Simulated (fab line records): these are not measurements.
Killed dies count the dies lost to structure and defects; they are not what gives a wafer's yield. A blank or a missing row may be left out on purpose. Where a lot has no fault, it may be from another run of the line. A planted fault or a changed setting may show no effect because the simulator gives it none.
Matching of chambers :: flow nand harc :: 4 sister chambers for NHARC_P_CONTACT_CMP_01 on cmp-01
The step polishes SiO2, target thk 200 nm. 20 wafers are shown with their chamber, then 10 later ones without.

## WAFERS PAIRED WITH THEIR CHAMBERS
wafer: L076.1
chamber: 3
motor current A (A): 14.2

wafer: L076.3
chamber: 0
motor current A (A): 13.4

wafer: L076.6
chamber: 0
motor current A (A): 13.4

wafer: L078.2
chamber: 2
motor current A (A): 11.8

wafer: L078.5
chamber: 1
motor current A (A): 9.6

wafer: L078.6
chamber: 0
motor current A (A): 13.6

wafer: L080.2
chamber: 1
motor current A (A): 10.7

wafer: L080.5
chamber: 0
motor current A (A): 13.4

wafer: L080.6
chamber: 1
motor current A (A): 10.9

wafer: L081.2
chamber: 0
motor current A (A): 13.1

wafer: L081.5
chamber: 1
motor current A (A): 10.7

wafer: L081.6
chamber: 0
motor current A (A): 13.1

wafer: L083.3
chamber: 2
motor current A (A): 11.8

wafer: L083.4
chamber: 0
motor current A (A): 12.5

wafer: L083.5
chamber: 3
motor current A (A): 13.5

wafer: L084.1
chamber: 1
motor current A (A): 10.2

wafer: L084.5
chamber: 0
motor current A (A): 13.3

wafer: L084.6
chamber: 1
motor current A (A): 10.0

wafer: L087.2
chamber: 1
motor current A (A): 10.2

wafer: L087.3
chamber: 3
motor current A (A): 12.8

SIGNATURES (averages over the wafers above)
reading: motor current A
chamber 0: 13.225
chamber 1: 10.329
chamber 2: 11.800
chamber 3: 13.500
scatter within a chamber: 0.437
Rule: for a wafer and a chamber, the distance is found by dividing, reading by reading, the gap between the wafer's reading and the chamber's mean by the reading's scatter, squaring, summing and taking the root. If the next closest chamber is less than 2 further off than the closest, the wafer can't be placed; otherwise it belongs to the closest. How the scatter is found: for the shown wafers, subtract from each reading the mean of its chamber, square and add these, divide the total by (wafers less chambers), then take the root.

## WAFERS MISSING THEIR CHAMBER
wafer: L087.4
motor current A (A): 11.3

wafer: L088.2
motor current A (A): 10.6

wafer: L088.5
motor current A (A): 13.2

wafer: L088.6
motor current A (A): 11.5

wafer: L089.3
motor current A (A): 13.5

wafer: L089.4
motor current A (A): 11.9

wafer: L089.5
motor current A (A): 10.4

wafer: L093.2
motor current A (A): 10.4

wafer: L093.4
motor current A (A): 12.7

wafer: L093.5
motor current A (A): 13.7

## THE CHAMBER EACH PASSED THROUGH
wafer: L087.4
from the rows above: can't be placed: 2 or 1
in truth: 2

wafer: L088.2
from the rows above: 1
in truth: 1

wafer: L088.5
from the rows above: can't be placed: 0 or 3
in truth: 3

wafer: L088.6
from the rows above: can't be placed: 2 or 1
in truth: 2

wafer: L089.3
from the rows above: can't be placed: 3 or 0
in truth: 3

wafer: L089.4
from the rows above: 2
in truth: 2

wafer: L089.5
from the rows above: 1
in truth: 1

wafer: L093.2
from the rows above: 1
in truth: 1

wafer: L093.4
from the rows above: can't be placed: 0 or 3 or 2
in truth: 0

wafer: L093.5
from the rows above: can't be placed: 3 or 0
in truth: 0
Correct placement for 4 of the 10. Not placeable from these rows: 6 (in 6, the candidates include the true chamber). Number placed wrongly: 0.
